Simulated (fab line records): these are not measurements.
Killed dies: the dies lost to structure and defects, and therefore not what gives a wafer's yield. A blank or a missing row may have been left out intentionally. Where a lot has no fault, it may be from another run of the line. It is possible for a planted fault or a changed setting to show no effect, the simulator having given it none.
What tool caused it? | flow n5-finfet | Sampling: 9 lots, 27 wafers, 5 of 1938 route steps

## WHAT THE GAUGES READ, wafer by wafer
N5_BEOL_M4_RC_MEAS_101. Usual: DIBL_N 36.3 mV/V, standard deviation 1.4; DIBL_P 35.7 mV/V, standard deviation 1.5; IOFF_N 0.155 nA/um, standard deviation 0.022; IOFF_P 0.204 nA/um, standard deviation 0.027; ION_N 671 uA/um, standard deviation 9; ION_P 459 uA/um, standard deviation 6.2; SS_N 71.5 mV/dec, standard deviation 0.54; SS_P 73.1 mV/dec, standard deviation 0.56; VT_N 250.2 mV, standard deviation 2.6; VT_P -251 mV, standard deviation 3.3.
lot  | measured     | on        | DIBL_N (mV/V)  | DIBL_P (mV/V)  | IOFF_N (nA/um)    | IOFF_P (nA/um)    | ION_N (uA/um) | ION_P (uA/um) | SS_N (mV/dec)  | SS_P (mV/dec)  | VT_N (mV)         | VT_P (mV)      | flag
L159 | day 8 17:21  | prober-01 | 35.6 34.3 35.9 | 34.2 33.4 34.4 | 0.157 0.136 0.157 | 0.207 0.192 0.203 | 673 661 664   | 457 461 457   | 71.9 71.4 71.1 | 72.7 72.6 72.8 | 246.0 249.0 248.9 | -248 -249 -250 |
L162 | day 8 21:08  | prober-02 | 35.0 36.4 38.2 | 34.9 36.8 38.8 | 0.137 0.176 0.212 | 0.171 0.195 0.222 | 663 682 686   | 453 464 456   | 70.7 71.5 71.1 | 72.3 73.4 73.6 | 250.8 245.6 243.2 | -255 -254 -252 |
L164 | day 9 00:10  | prober-01 | 37.8 35.7 36.8 | 37.2 35.6 37.0 | 0.193 0.148 0.185 | 0.243 0.210 0.239 | 674 670 691   | 465 464 470   | 71.1 70.6 71.4 | 74.0 73.3 73.5 | 246.9 250.1 247.2 | -246 -248 -246 |
L166 | day 9 20:37  | prober-01 | 35.3 36.1 36.7 | 35.5 35.9 35.6 | 0.133 0.149 0.151 | 0.177 0.185 0.174 | 677 661 668   | 462 451 447   | 70.9 71.3 71.6 | 72.4 73.4 72.5 | 253.2 251.9 252.9 | -255 -255 -258 |
L168 | day 10 16:14 | prober-01 | 34.8 36.0 36.4 | 33.3 35.0 35.6 | 0.128 0.153 0.152 | 0.189 0.218 0.225 | 669 679 662   | 468 465 464   | 72.3 71.9 71.5 | 73.1 72.9 72.9 | 252.8 248.1 250.0 | -247 -248 -247 |
L173 | day 11 13:34 | prober-01 | 36.8 36.0 35.6 | 34.0 33.6 33.8 | 0.151 0.138 0.136 | 0.169 0.161 0.166 | 666 667 671   | 454 451 457   | 71.4 71.5 71.4 | 72.9 72.5 73.1 | 248.8 253.7 252.2 | -257 -254 -256 |
L179 | day 13 05:38 | prober-01 | 36.0 34.7 37.8 | 35.2 33.2 37.7 | 0.143 0.120 0.188 | 0.185 0.159 0.224 | 674 655 682   | 459 450 464   | 71.3 72.0 71.5 | 72.9 72.7 73.9 | 252.5 253.5 245.5 | -254 -254 -251 |
L180 | day 13 06:14 | prober-02 | 37.1 36.2 37.1 | 36.6 35.7 37.5 | 0.183 0.157 0.176 | 0.232 0.210 0.248 | 679 667 677   | 465 458 468   | 71.5 71.2 71.0 | 72.9 72.2 73.3 | 246.5 250.3 246.7 | -248 -249 -245 |
L182 | day 13 19:38 | prober-01 | 35.3 37.3 35.1 | 34.7 35.9 34.5 | 0.137 0.166 0.135 | 0.179 0.192 0.178 | 669 671 668   | 460 452 457   | 71.7 71.9 71.5 | 72.8 72.1 72.3 | 250.5 249.3 253.9 | -255 -252 -253 |

## TOOL THAT RAN EACH LOT (tool first, then ch and the chambers of the sampled wafers, then the start)
lot  | N5_FIN_SAQP_STRIP_70              | N5_FIN_SAQP_SPACER2_ETCHBACK_29   | N5_FIN_SAQP_HM_OPEN_33            | N5_FIN_SAQP_ETCH_64
L159 | rie-diel-03 ch 0,2,3, day 2 00:58 | rie-diel-03 ch 0,2,3, day 2 01:31 | rie-diel-05 ch 0,1,3, day 2 02:07 | rie-si-06 ch 1,2, day 2 02:22
L162 | rie-diel-05 ch 1,2, day 2 19:25   | rie-diel-03 ch 1,3, day 2 19:56   | rie-diel-03 ch 1,2,3, day 2 20:11 | rie-si-06 ch 1,2, day 2 20:27
L164 | rie-diel-05 ch 0,1,3, day 3 06:52 | rie-diel-03 ch 1,3, day 3 07:23   | rie-diel-01 ch 0,2, day 3 07:38   | rie-si-05 ch 0,2,3, day 3 07:54
L166 | rie-diel-01 ch 0,1,3, day 3 19:04 | rie-diel-01 ch 1,2, day 3 19:36   | rie-diel-05 ch 0,1,2, day 3 19:51 | rie-si-05 ch 0,1,3, day 3 20:07
L168 | rie-diel-01 ch 0,2,3, day 4 06:57 | rie-diel-05 ch 0,1,3, day 4 07:29 | rie-diel-03 ch 2,3, day 4 08:00   | rie-si-04 ch 0,1,3, day 4 08:16
L173 | rie-diel-05 ch 0,2,3, day 5 14:04 | rie-diel-03 ch 0,1,2, day 5 15:26 | rie-diel-01 ch 0,1,3, day 5 15:40 | rie-si-04 ch 0,1,2, day 5 15:55
L179 | rie-diel-01 ch 1,2,3, day 7 03:19 | rie-diel-01 ch 0,2, day 7 03:55   | rie-diel-01 ch 1,2,3, day 7 04:14 | rie-si-05 ch 0,1,3, day 7 04:30
L180 | rie-diel-03 ch 0,1,3, day 7 08:22 | rie-diel-03 ch 0,1,2, day 7 09:44 | rie-diel-01 ch 1,2,3, day 7 10:01 | rie-si-06 ch 0,1,2, day 7 10:17
L182 | rie-diel-01 ch 1,2,3, day 7 19:37 | rie-diel-03 ch 1,2, day 7 20:16   | rie-diel-01 ch 1,2,3, day 7 20:38 | rie-si-05 ch 2,3, day 7 20:52
- N5_FIN_SAQP_STRIP_70: strips in N2/H2.
- N5_FIN_SAQP_SPACER2_ETCHBACK_29: etches SiO2 in CHF3/O2, target depth 12.2 nm, time 6.1 s.
- N5_FIN_SAQP_HM_OPEN_33: chemistry CH3F/O2, target SiNx, target depth 49.4 nm, time 70.6 s.
- N5_FIN_SAQP_ETCH_64: etches SiO2 in CF4, target depth 1.5 nm.

## WHAT THE TOOLS THEMSELVES READ (means of the sampled wafers that have a number; where no wafer has one, the mark that the record gives instead)
N5_FIN_SAQP_STRIP_70. Usual: drypump-motor-current-A 5.9 A, standard deviation 0.49; oes-product-au 0.77 a.u., standard deviation 0.062; rf-vpp-V 122.0 V, standard deviation 1.1; showerhead-plenum-p-Torr 3.39 Torr, standard deviation 0.11; throttle-valve-pct 18.9 %, standard deviation 0.35.
lot  | tool        | drypump-motor-current-A (A) | oes-product-au (a.u.) | rf-vpp-V (V) | showerhead-plenum-p-Torr (Torr) | throttle-valve-pct (%) | flag
L159 | rie-diel-03 | 6.4                         | 0.75                  | 121.8        | 3.35                            | 18.9                   |
L162 | rie-diel-05 | 6.2                         | 0.74                  | 122.2        | 3.34                            | 19.2                   |
L164 | rie-diel-05 | 5.6                         | 0.75                  | 121.8        | 3.39                            | 19.0                   |
L166 | rie-diel-01 | 5.6                         | 0.78                  | 123.0        | 3.42                            | 18.7                   |
L168 | rie-diel-01 | 5.3                         | 0.81                  | 123.4        | 3.53                            | 18.8                   |
L173 | rie-diel-05 | 5.6                         | 0.74                  | 122.3        | 3.39                            | 19.0                   |
L179 | rie-diel-01 | 5.5                         | 0.79                  | 122.2        | 3.44                            | 18.8                   |
L180 | rie-diel-03 | 6.1                         | 0.84                  | 121.2        | 3.35                            | 18.4                   |
L182 | rie-diel-01 | 5.5                         | 0.79                  | 122.9        | 3.44                            | 18.8                   |

N5_FIN_SAQP_SPACER2_ETCHBACK_29. Usual: drypump-motor-current-A 5.8 A, standard deviation 0.49; oes_f_703_au 0.78 a.u., standard deviation 0.069; oes-product-au 0.78 a.u., standard deviation 0.072; rf-vpp-V 522 V, standard deviation 4.4; showerhead-plenum-p-Torr 2.45 Torr, standard deviation 0.087; throttle-valve-pct 18.78 %, standard deviation 0.21.
lot  | tool        | drypump-motor-current-A (A) | oes_f_703_au (a.u.) | oes-product-au (a.u.) | rf-vpp-V (V) | showerhead-plenum-p-Torr (Torr) | throttle-valve-pct (%) | flag
L159 | rie-diel-03 | 6.4                         | 0.76                | 0.75                  | 520          | 2.40                            | 18.97                  |
L162 | rie-diel-03 | 5.9                         | 0.84                | 0.84                  | 523          | 2.48                            | 18.56                  |
L164 | rie-diel-03 | 5.8                         | 0.84                | 0.84                  | 524          | 2.48                            | 18.57                  |
L166 | rie-diel-01 | 5.9                         | 0.78                | 0.78                  | 524          | 2.40                            | 18.70                  |
L168 | rie-diel-05 | 5.6                         | 0.74                | 0.73                  | 519          | 2.43                            | 18.93                  |
L173 | rie-diel-03 | 6.2                         | 0.84                | 0.84                  | 520          | 2.47                            | 18.81                  |
L179 | rie-diel-01 | 5.5                         | 0.74                | 0.74                  | 528          | 2.50                            | 18.68                  |
L180 | rie-diel-03 | 6.2                         | 0.81                | 0.81                  | 521          | 2.46                            | 18.82                  |
L182 | rie-diel-03 | 6.0                         | 0.77                | 0.77                  | 524          | 2.52                            | 18.77                  |

N5_FIN_SAQP_HM_OPEN_33. Usual: value, then standard deviation, for each; drypump-motor-current-A 5.8 A / 0.49; etch-rf-on-time-s 69.6 s / 1; oes_f_703_au 0.77 a.u. / 0.063; oes-product-au 0.66 a.u. / 0.055; rf-vpp-V 296.1 V / 2.5; showerhead-plenum-p-Torr 2.03 Torr / 0.072; throttle-valve-pct 16.25 % / 0.2.
lot  | tool        | drypump-motor-current-A (A) | etch-rf-on-time-s (s) | oes_f_703_au (a.u.) | oes-product-au (a.u.) | rf-vpp-V (V) | showerhead-plenum-p-Torr (Torr) | throttle-valve-pct (%) | flag
L159 | rie-diel-05 | 5.6                         | 70.9                  | 0.76                | 0.64                  | 295.2        | 2.02                            | 16.37                  |
L162 | rie-diel-03 | 6.2                         | 69.1                  | 0.81                | 0.69                  | 296.5        | 2.05                            | 16.22                  |
L164 | rie-diel-01 | 5.4                         | 68.8                  | 0.81                | 0.70                  | 299.7        | 2.11                            | 16.06                  |
L166 | rie-diel-05 | 5.9                         | 69.1                  | 0.74                | 0.63                  | 294.7        | 2.02                            | 16.40                  |
L168 | rie-diel-03 | 6.5                         | 69.0                  | 0.76                | 0.65                  | 296.3        | 2.03                            | 16.46                  |
L173 | rie-diel-01 | 5.6                         | 70.7                  | 0.76                | 0.65                  | 298.5        | 2.03                            | 16.11                  |
L179 | rie-diel-01 | 5.5                         | 68.3                  | 0.79                | 0.68                  | 297.5        | 2.05                            | 16.10                  |
L180 | rie-diel-01 | 5.5                         | 77.7                  | 0.79                | 0.64                  | 296.6        | 2.05                            | 16.11                  | OFF
L182 | rie-diel-01 | 5.5                         | 79.4                  | 0.78                | 0.64                  | 298.2        | 2.05                            | 16.12                  | OFF

N5_FIN_SAQP_ETCH_64. Usual: drypump-motor-current-A 5.7 A, standard deviation 0.38; oes-product-au 0.999 a.u., standard deviation 0.018; throttle-valve-pct 21.80 %, standard deviation 0.26.
lot  | tool      | drypump-motor-current-A (A) | oes-product-au (a.u.) | throttle-valve-pct (%) | flag
L159 | rie-si-06 | 5.5                         | 1.008                 | 21.65                  |
L162 | rie-si-06 | 5.8                         | 1.008                 | 21.72                  |
L164 | rie-si-05 | 5.6                         | 1.005                 | 21.97                  |
L166 | rie-si-05 | 5.8                         | 1.008                 | 21.86                  |
L168 | rie-si-04 | 5.6                         | 1.008                 | 21.78                  |
L173 | rie-si-04 | 5.5                         | 0.993                 | 21.84                  |
L179 | rie-si-05 | 5.7                         | 1.003                 | 21.87                  |
L180 | rie-si-06 | 5.7                         | 0.991                 | 21.76                  |
L182 | rie-si-05 | 5.4                         | 1.001                 | 21.97                  |

## THE ANSWER, worked out from the rows above alone
Rule: a lot is off if the mean of its wafers that have a number lies more than 3 standard deviations from the usual mean. Also off: a lot with no number at a reading for which 4 or more lots have one. Any other lot the step has rows for is counted as sound. After the gauges, taken in route order, come the tools' own readings; for these a lot's mean is taken, as printed above. At the first step where some lot is off, the reading lying furthest off is the one used; lots without a number count as furthest.
Off: L180, L182, at N5_FIN_SAQP_HM_OPEN_33 (etch-rf-on-time-s).
A tool fits if, at that step or a process step before it, it ran every lot that is off, and no sound lot after the first of them. Undecided on this evidence; 2 tools fit (rie-diel-03 at N5_FIN_SAQP_SPACER2_ETCHBACK_29, rie-diel-01 at N5_FIN_SAQP_HM_OPEN_33).

## WHAT THE SIMULATOR HAD PUT IN
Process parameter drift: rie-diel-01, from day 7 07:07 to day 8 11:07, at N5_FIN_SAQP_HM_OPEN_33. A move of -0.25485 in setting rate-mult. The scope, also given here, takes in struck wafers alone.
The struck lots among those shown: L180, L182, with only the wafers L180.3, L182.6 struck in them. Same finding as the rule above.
